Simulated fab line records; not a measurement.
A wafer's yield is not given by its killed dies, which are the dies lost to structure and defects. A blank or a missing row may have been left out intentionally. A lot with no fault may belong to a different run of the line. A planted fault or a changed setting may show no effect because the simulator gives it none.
Which of the tools did it?    flow n5_finfet    33 wafers from 11 lots sampled at 4 of the route's 1938 steps

## WHAT EACH GAUGE READ, for each wafer
N5_BEOL_M4_RC_MEAS_101.
lot   measured      on         VT_N_LVT (mV)
L714  day 8 12:22   prober-01  100 97 101
L715  day 8 21:15   prober-02  103 103 102
L717  day 9 14:58   prober-02  103 97 101
L719  day 9 23:16   prober-02  91 96 95
L721  day 10 07:52  prober-02  100 100 94
L723  day 10 17:22  prober-01  99 98 93
L724  day 11 04:19  prober-02  102 98 101
L726  day 11 20:52  prober-02  95 97 100
L730  day 12 07:01  prober-02  95 103 93
L733  day 12 22:44  prober-01  84 84 77
L736  day 13 20:39  prober-01  69 80 73

## WHICH TOOL RAN EACH LOT (tool, then ch and the chambers of the sampled wafers, then the start)
lot   N5_HKMG_FIN_RTA_80               N5_BEOL_M4_ANNEAL_82          N5_BEOL_M4_ANNEAL_89
L714  rtp_anneal-01 ch 0, day 4 00:02  pvd_sputter-02, day 8 09:43   pvd_sputter-02, day 8 10:09
L715  rtp_anneal-01 ch 0, day 4 09:50  pvd_sputter-02, day 8 18:19   pvd_sputter-02, day 8 18:45
L717  rtp_anneal-02 ch 0, day 4 19:07  pvd_sputter-01, day 9 12:18   pvd_sputter-01, day 9 12:44
L719  rtp_anneal-01 ch 0, day 5 08:10  pvd_sputter-03, day 9 20:56   pvd_sputter-03, day 9 21:22
L721  rtp_anneal-01 ch 0, day 6 01:22  pvd_sputter-03, day 10 05:14  pvd_sputter-03, day 10 05:40
L723  rtp_anneal-02 ch 0, day 6 12:16  pvd_sputter-01, day 10 15:01  pvd_sputter-01, day 10 15:28
L724  rtp_anneal-02 ch 0, day 6 21:13  pvd_sputter-03, day 11 01:53  pvd_sputter-03, day 11 02:19
L726  rtp_anneal-02 ch 0, day 7 05:01  pvd_sputter-02, day 11 18:22  pvd_sputter-02, day 11 18:48
L730  rtp_anneal-01 ch 0, day 8 05:46  pvd_sputter-01, day 12 04:39  pvd_sputter-01, day 12 05:05
L733  rtp_anneal-01 ch 0, day 8 21:21  pvd_sputter-02, day 12 19:27  pvd_sputter-02, day 12 19:53
L736  rtp_anneal-01 ch 0, day 9 14:14  pvd_sputter-02, day 13 17:45  pvd_sputter-02, day 13 18:15
- N5_HKMG_FIN_RTA_80: time 2 s.
- N5_BEOL_M4_ANNEAL_82: time 240 s.
- N5_BEOL_M4_ANNEAL_89: time 240 s.

## THE ANSWER, worked out from the rows above alone
Rule: what is usual is taken from the lots themselves. Put in order of their means at a reading, lots are off if they are a third of the lots or fewer, leave a main group of 4 or more, and stand apart from it by a gap of 3 or more times the standard deviation of the main group's means; of several such gaps the widest counts. A main group is skipped when, at the precision printed for the reading in the tables above, its means are all equal. A lot without any number at a reading at which 4 lots or more have one is off too. All remaining lots with rows at the step are treated as sound.
Off: at N5_BEOL_M4_RC_MEAS_101 (VT_N_LVT), L733, L736. The main group: mean 98 mV, standard deviation 2.4.
If a tool, at a process step before that reading, ran all the lots that are off and no sound lot after the first of them, it fits. Gauges at N5_BEOL_M4_RC_MEAS_101: tried the same way as those tools. Can't be told from this: 3 tools fit, rtp_anneal-01 at N5_HKMG_FIN_RTA_80, pvd_sputter-02 at N5_BEOL_M4_ANNEAL_82 and N5_BEOL_M4_ANNEAL_89, prober-01 at N5_BEOL_M4_RC_MEAS_101.

## WHAT WAS PUT IN BY THE SIMULATOR
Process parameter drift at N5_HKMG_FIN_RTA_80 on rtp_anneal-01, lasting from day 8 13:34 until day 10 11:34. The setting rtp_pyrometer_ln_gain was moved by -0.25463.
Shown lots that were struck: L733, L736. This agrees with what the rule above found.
